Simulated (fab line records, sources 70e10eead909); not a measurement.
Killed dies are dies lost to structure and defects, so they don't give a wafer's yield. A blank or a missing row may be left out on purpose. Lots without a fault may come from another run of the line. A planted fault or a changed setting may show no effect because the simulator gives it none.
fab line records | flow nand_harc
record lots=6 wafers=18 last_day=30
route steps=1302 shown A_WL_FILL@971 A_CONTACT@983 END@1302
lots that met no fault: from a run of the same line without faults
start_h: hours from the record's first day to the start of the lot's first wafer shown | wait_h: hours since the lot's step before | " the same as in the row above | L1.1+2: a row that stands for several wafers | - no value, or no start given | * or withheld: withheld | < > ~ a bound
route shown NAME@n: a module of which the file shows steps, and the number in the route of the first | usual: mean/standard deviation of fault-free wafers | same: alike in all rows | chamber/n: place in a boat | sites: the reading at each site | _std_site: their standard deviation | _edge_site: outer sites' mean less inner sites' | radius_mm: how far each site lies from the wafer's centre | mask NAME#n: copy n | behind: the tool/chamber that last shaped the wafer | hold: why the lot was held/for how many hours/how that ended | device: the transistor (n, p or np) that didn't switch | end of line: the same wafers' tests at the end of the route | a step without rows: its recipe alone | killed: dies lost to structure and defects at the first sort, not the wafer's yield | map: a wafer's dies, x killed, . not, _ none there
set.NAME: the setting as run; set.NAME@STEP: as run at that earlier step | model.NAME: the simulator's own value behind a step, which no gauge read
lots at some steps of the route; a table a step, a row a wafer
services: from which hour (start_h, from the record's first day; less than 0 if before it) a tool's chamber was out of use, for how many hours, and why
## steps
# step NHARC_A_WL_FILL_CVD_23
# recipe target_thk_a=400 temp_c=620 pressure_mtorr=200 time_s=800 material=poly-Si
# step NHARC_A_WL_FILL_ETCHBACK_26
# recipe target_depth_a=520 time_s=13.3 hbr_flow_sccm=150 rf_w=350 icp_w=350 bias_w=60 chemistry=HBr
# usual drypump_motor_current_A=5.7/0.33 oes_product_au=1.005/0.011 throttle_valve_pct=23.266/0.0095
# columns lot.wafer tool chamber start_h wait_h drypump_motor_current_A oes_product_au rf_hours_counter_h throttle_valve_pct
L184.4 rie_si-04 3 459.96 0.4 5.5 0.997 0.67 23.269
L184.1 " 0 " " 5.9 0.995 0.76 23.248
L184.3 " 1 " " 5.7 1.016 0.81 23.261
L186.1 rie_si-01 3 494.07 0.4 5.7 0.999 0.73 23.266
L186.3 " 0 " " 6.0 0.993 0.77 23.262
L186.6 " 0 " " 5.9 0.984 - 23.291
L199.4 rie_si-01 1 617.51 0.4 5.9 1.004 0.38 23.270
L199.1 " 0 " " 6.0 1.005 0.43 23.275
L199.6 " 2 " " 5.5 0.986 - 23.268
L198.3 rie_si-04 2 617.53 0.4 5.2 1.016 0.73 23.267
L198.2 " 3 " " 5.5 1.001 0.77 23.262
L198.6 " 1 " " 5.7 1.004 - 23.261
L197.1 rie_si-04 0 621.94 0.4 5.9 1.002 0.45 23.265
L197.4 " 2 " " 5.2 1.015 0.74 23.252
L197.2 " 3 " " 5.5 0.991 0.79 23.254
L201.3 rie_si-04 1 630.85 0.4 5.7 1.009 0.60 23.260
L201.1 " 0 " " 6.0 1.008 0.48 23.264
L201.6 " 1 " " 5.7 1.016 - 23.253
# step NHARC_A_WL_FILL_PRECLEAN_30
# recipe time_s=10 chemistry=dHF
# step NHARC_A_WL_FILL_SRD_14
# step NHARC_A_WL_FILL_ALD_19
# recipe target_thk_a=20 pulse_time_s=3 ald_cycles=100 temp_c=450 material=TiN
# usual heater_power_w=1094/78 precursor_pulse_height_rel=1.000/0.022
# columns lot.wafer tool chamber start_h wait_h heater_power_w precursor_pulse_height_rel
L184.1 ald_metal-04 1 460.22 0.1 1119 1.028
L184.3 " 2 " " 1117 1.012
L184.4 " 3 " " 1119 0.971
L186.1 ald_metal-04 2 494.33 0.1 1048 0.999
L186.3 " 0 " " 1212 1.020
L186.6 " 2 " " 1059 0.983
L198.2 ald_metal-04 1 617.77 0.1 1104 1.030
L198.3 " 3 " " 1157 1.022
L198.6 " 1 " " 1148 1.007
L199.1 ald_metal-01 2 617.81 0.1 1231 0.959
L199.4 " 3 " " 1063 0.993
L199.6 " 0 " " 1023 0.986
L197.1 ald_metal-01 2 622.25 0.1 1260 0.994
L197.4 " 3 " " 1074 0.998
L197.2 " 0 " " 1000 1.009
L201.1 ald_metal-01 0 631.11 0.1 1040 1.010
L201.3 " 3 " " 1068 1.014
L201.6 " 1 " " 1045 0.969
# step NHARC_A_WL_FILL_CVD_20
# recipe target_thk_a=1000 temp_c=400 pressure_torr=40 wf6_flow_sccm=40 h2_flow_sccm=1600 ar_flow_sccm=1560 time_s=74 material=W
# usual heater_power_w=863/72 mfc_h2_sccm=1600/4.9 throttle_valve_pct=8.0/0.31
# columns lot.wafer tool chamber start_h wait_h heater_power_w mfc_h2_sccm throttle_valve_pct
L184.1 cvd_w-01 1 - - 898 1600 8.4
L184.4 " 1 " " 906 1595 8.3
L184.3 " 0 " " 838 1607 8.2
L186.1 cvd_w-02 1 - - 948 1602 7.5
L186.3 " 1 " " 949 1612 7.8
L186.6 " 1 " " 981 1608 7.6
L199.1 cvd_w-01 0 - - 800 1593 8.3
L199.4 " 0 " " 807 1594 8.2
L199.6 " 1 " " 884 1594 8.3
L198.2 cvd_w-01 0 - - 812 1607 8.2
L198.3 " 1 " " 878 1596 8.2
L198.6 " 1 " " 919 1600 8.1
L197.2 cvd_w-02 1 - - 951 1596 7.6
L197.1 " 0 " " 836 1598 7.9
L197.4 " 0 " " 822 1601 7.9
L201.1 cvd_w-01 0 - - 804 1604 8.2
L201.3 " 1 " " 873 1598 8.2
L201.6 " 0 " " 797 1609 8.2
# step NHARC_A_WL_FILL_CMP_12
# recipe t_overpolish_s=30 target_thk_nm=100
# usual motor_current_A=12.4/1.5 overpolish_run_s=30.000/0.0095 time_to_endpoint_s=20.0/2
# columns lot.wafer tool chamber start_h wait_h motor_current_A overpolish_run_s time_to_endpoint_s
L184.4 cmp-01 2 460.73 0.1 10.7 30.003 22.6
L184.3 " 3 " " 11.4 30.001 19.6
L184.1 " 0 " " 12.6 29.997 21.4
L186.1 cmp-01 2 494.72 0.1 10.9 29.997 22.5
L186.3 " 1 " " 13.0 30.001 22.6
L186.6 " 2 " " 11.5 29.990 25.2
L199.4 cmp-03 2 618.18 0.1 13.3 29.985 18.1
L199.1 " 3 " " 12.9 29.998 19.4
L199.6 " 1 " " 11.1 30.016 20.2
L198.3 cmp-04 1 618.29 0.1 16.1 30.010 18.6
L198.2 " 2 " " 12.3 29.994 18.8
L198.6 " 1 " " 16.4 30.016 20.8
L197.1 cmp-01 1 622.64 0.2 12.4 29.994 19.8
L197.2 " 2 " " 11.0 30.012 22.1
L197.4 " 3 " " 11.6 30.001 17.1
L201.1 cmp-01 1 631.49 0.2 12.8 30.004 20.2
L201.3 " 0 " " 12.0 30.010 19.1
L201.6 " 2 " " 10.8 30.001 19.7
# step NHARC_A_WL_FILL_SRD_31
# step NHARC_A_WL_FILL_INSPECT_15
# usual raw_defect_count=474/140
# columns lot.wafer tool chamber start_h wait_h raw_defect_count
L184.1 defect_inspect-01 - 461.23 0.0 578
L184.3 " - " " 397
L184.4 " - " " 596
L186.1 defect_inspect-01 - 495.18 0.0 475
L186.3 " - " " 513
L186.6 " - " " 451
L199.1 defect_inspect-01 - 618.61 0.0 445
L199.4 " - " " 363
L199.6 " - " " 403
L198.2 defect_inspect-02 - 618.75 0.0 524
L198.3 " - " " 533
L198.6 " - " " 419
L197.1 defect_inspect-02 - 623.13 0.0 606
L197.2 " - " " 517
L197.4 " - " " 697
L201.1 defect_inspect-01 - 631.96 0.0 341
L201.3 " - " " 420
L201.6 " - " " 431
# step NHARC_A_CONTACT_DEP_24
# recipe target_thk_a=5000 temp_c=400 pressure_torr=6.5 rf_w=900 teos_flow_sccm=161.4 flow_sccm=2650 target_thk_nm=500 gas=O2 material=SiO2
# usual heater_power_w=548/84 rf_fwd_power_W=899.1/2.5 throttle_valve_pct=15.7/0.59
# columns lot.wafer tool chamber start_h wait_h heater_power_w rf_fwd_power_W throttle_valve_pct
L184.3 pecvd-01 2 461.35 0.1 587 900.4 16.1
L184.1 " 0 " " 411 897.1 16.3
L184.4 " 1 " " 542 898.9 15.3
L186.1 pecvd-02 0 495.31 0.1 464 902.6 16.0
L186.3 " 1 " " 692 900.0 15.7
L186.6 " 0 " " 487 897.9 15.9
L199.1 pecvd-02 1 618.68 0.1 621 895.4 15.8
L199.6 " 1 " " 645 895.5 15.7
L199.4 " 0 " " 528 901.6 15.6
L198.2 pecvd-01 2 618.82 0.1 630 1005.8 16.3
L198.3 " 0 " " 398 1010.9 15.4
L198.6 " 2 " " 643 1003.0 16.4
L197.2 pecvd-01 1 623.26 0.1 523 1009.3 15.1
L197.1 " 2 " " 659 1005.9 16.3
L197.4 " 2 " " 646 1006.7 16.3
L201.1 pecvd-03 2 632.09 0.1 647 902.7 14.9
L201.3 " 0 " " 451 900.7 15.4
L201.6 " 2 " " 668 898.7 14.6
# step NHARC_END_SORT_01
# recipe temp_c=25
# usual killed_at_array=53/19 killed_at_other=0.7/1.1 killed_at_periphery=4.2/2.7 killed_dies=58/18 killed_open=3.1/1.9 killed_short=2.5/1.6
# same gross_dies=677
# columns lot.wafer tool chamber start_h wait_h killed_at_array killed_at_other killed_at_periphery killed_dies killed_open killed_short
L184.1 prober-02 0 542.82 2.5 59 0 8 67 3 3
L184.3 prober-02 0 544.44 3.1 55 0 2 57 2 2
L184.4 prober-02 0 545.25 3.4 60 0 1 61 1 2
L186.1 prober-02 0 579.30 2.5 78 2 0 80 1 2
L186.3 prober-02 0 580.91 3.1 69 2 1 72 0 1
L186.6 prober-02 0 583.33 4.0 82 2 2 86 2 5
L198.2 prober-02 0 692.13 2.8 30 1 2 33 0 1
L198.3 prober-02 0 692.93 3.1 40 1 1 42 3 3
L198.6 prober-02 0 695.31 4.0 38 0 2 40 3 2
# killed by level:class
L184.1 A_CHANNEL_HOLE_D2:chamber_film_flake=26 A_CHANNEL_HOLE_D1:chamber_film_flake=20 A_CONTACT:chamber_film_flake=5 P_GATE:chamber_film_flake=3 P_CONTACT:chamber_film_flake=3 A_SGD_CUT:geometric_particle:short=2 A_STAIRCASE:chamber_film_flake=2 P_M0:geometric_particle:open=1
L184.3 A_CHANNEL_HOLE_D2:chamber_film_flake=28 A_CHANNEL_HOLE_D1:chamber_film_flake=16 A_CONTACT:chamber_film_flake=5 P_GATE:geometric_particle:open=1 A_ONON_D1:geometric_particle:open=1 A_ONON_D1:geometric_particle:short=1 A_ONON_D2:geometric_particle:short=1 P_CONTACT:chamber_film_flake=1
L184.4 A_CHANNEL_HOLE_D1:chamber_film_flake=29 A_CHANNEL_HOLE_D2:chamber_film_flake=19 A_CONTACT:chamber_film_flake=6 A_ONON_D1:geometric_particle:short=1 A_CHANNEL_FILL_D1:geometric_particle:open=1 A_WL_FILL:geometric_particle:short=1 P_CONTACT:chamber_film_flake=1 A_STAIRCASE:chamber_film_flake=1
L186.1 A_CHANNEL_HOLE_D2:chamber_film_flake=25 A_SLIT:chamber_film_flake=22 A_CHANNEL_HOLE_D1:chamber_film_flake=20 A_CONTACT:chamber_film_flake=4 A_STAIRCASE:chamber_film_flake=3 THIN_TSV:chamber_film_flake=2 A_CHANNEL_FILL_D2:geometric_particle:open=1 A_CHANNEL_FILL_D2:geometric_particle:short=1
L186.3 A_CHANNEL_HOLE_D2:chamber_film_flake=28 A_SLIT:chamber_film_flake=22 A_CHANNEL_HOLE_D1:chamber_film_flake=14 A_STAIRCASE:chamber_film_flake=3 A_CONTACT:chamber_film_flake=2 P_BONDPAD:chamber_film_flake=1 STARTING-WAFER:geometric_particle:short=1 THIN_TSV:chamber_film_flake=1
L186.6 A_CHANNEL_HOLE_D1:chamber_film_flake=24 A_CHANNEL_HOLE_D2:chamber_film_flake=22 A_SLIT:chamber_film_flake=22 A_STAIRCASE:chamber_film_flake=3 A_CONTACT:chamber_film_flake=3 A_CHANNEL_FILL_D1:geometric_particle:short=2 A_WL_FILL:geometric_particle:short=2 P_M0:geometric_particle:open=1
L198.2 A_CHANNEL_HOLE_D1:chamber_film_flake=19 A_CONTACT:chamber_film_flake=3 A_ZERO_WELL:chamber_film_flake=2 A_DECK1_JOINT:chamber_film_flake=2 A_SGD_CUT:chamber_film_flake=2 P_M1:geometric_particle:short=1 P_M2:chamber_film_flake=1 A_STAIRCASE:chamber_film_flake=1
L198.3 A_CHANNEL_HOLE_D1:chamber_film_flake=20 A_SLIT:chamber_film_flake=4 A_STAIRCASE:chamber_film_flake=3 A_WL_FILL:chamber_film_flake=3 A_CONTACT:chamber_film_flake=3 P_M0:geometric_particle:short=1 A_SOURCE_PLATE:geometric_particle:short=1 A_SOURCE_PLATE:geometric_particle:open=1
L198.6 A_CHANNEL_HOLE_D1:chamber_film_flake=18 A_SLIT:chamber_film_flake=4 A_CONTACT:chamber_film_flake=4 A_STAIRCASE:chamber_film_flake=3 A_ZERO_WELL:chamber_film_flake=2 P_M0:geometric_particle:short=1 A_CHANNEL_HOLE_D1:geometric_particle:short=1 A_CHANNEL_FILL_D2:geometric_particle:open=1
## services
# columns tool chamber start_h hours kind
cvd_w-02 - 450.00 13.0 pm
rie_si-01 1 453.05 4.4 repair
cvd_w-01 1 461.64 10.8 repair
rie_si-04 - 465.62 0.4 repair
ald_metal-04 - 474.00 10.0 pm
cmp-01 - 479.61 4.0 pm
pecvd-01 - 492.18 13.0 pm
pecvd-02 2 517.88 4.8 repair
rie_si-04 - 519.00 9.0 pm
ald_metal-01 3 521.47 26.6 repair
pecvd-02 - 525.66 15.1 repair
ald_metal-01 - 526.00 10.0 pm
rie_si-01 0 531.21 12.0 repair
cvd_w-01 1 536.49 7.6 repair
rie_si-01 - 547.00 9.0 pm
cvd_w-01 - 547.18 13.0 pm
rie_si-04 - 571.59 0.2 repair
cmp-01 - 577.61 4.0 pm
rie_si-04 0 584.61 9.7 repair
ald_metal-01 0 586.15 3.5 repair
pecvd-02 - 589.33 13.0 pm
ald_metal-01 3 612.66 1.7 repair
ald_metal-04 - 618.60 3.3 repair
cvd_w-01 - 623.89 1.2 repair
## key
first_sign step=NHARC_A_CONTACT_DEP_24 reading=rf_fwd_power_W direction=up sigmas=42 usual=* struck=*
effect none on later readings
met_at NHARC_A_CONTACT_DEP_24
struck_wafers L197.1,L197.2,L197.4,L198.2,L198.3,L198.6
tester_left_out L197,L198
onset_between 461.35 618.82
fault kind=process_parameter_drift tool=pecvd-01 chamber=- onset_h=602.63 steps=NHARC_A_CONTACT_DEP_24 channel=rf_w offset=* shape=step end_h=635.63 acts_in=* stated=*
# tester_left_out: of these lots the tester's yield and bins aren't shown, on N5 and GAA mostly nor the transistor test; their killed dies are dies lost to structure and defects alone, not to doping, threshold or leakage, so they don't give the yield
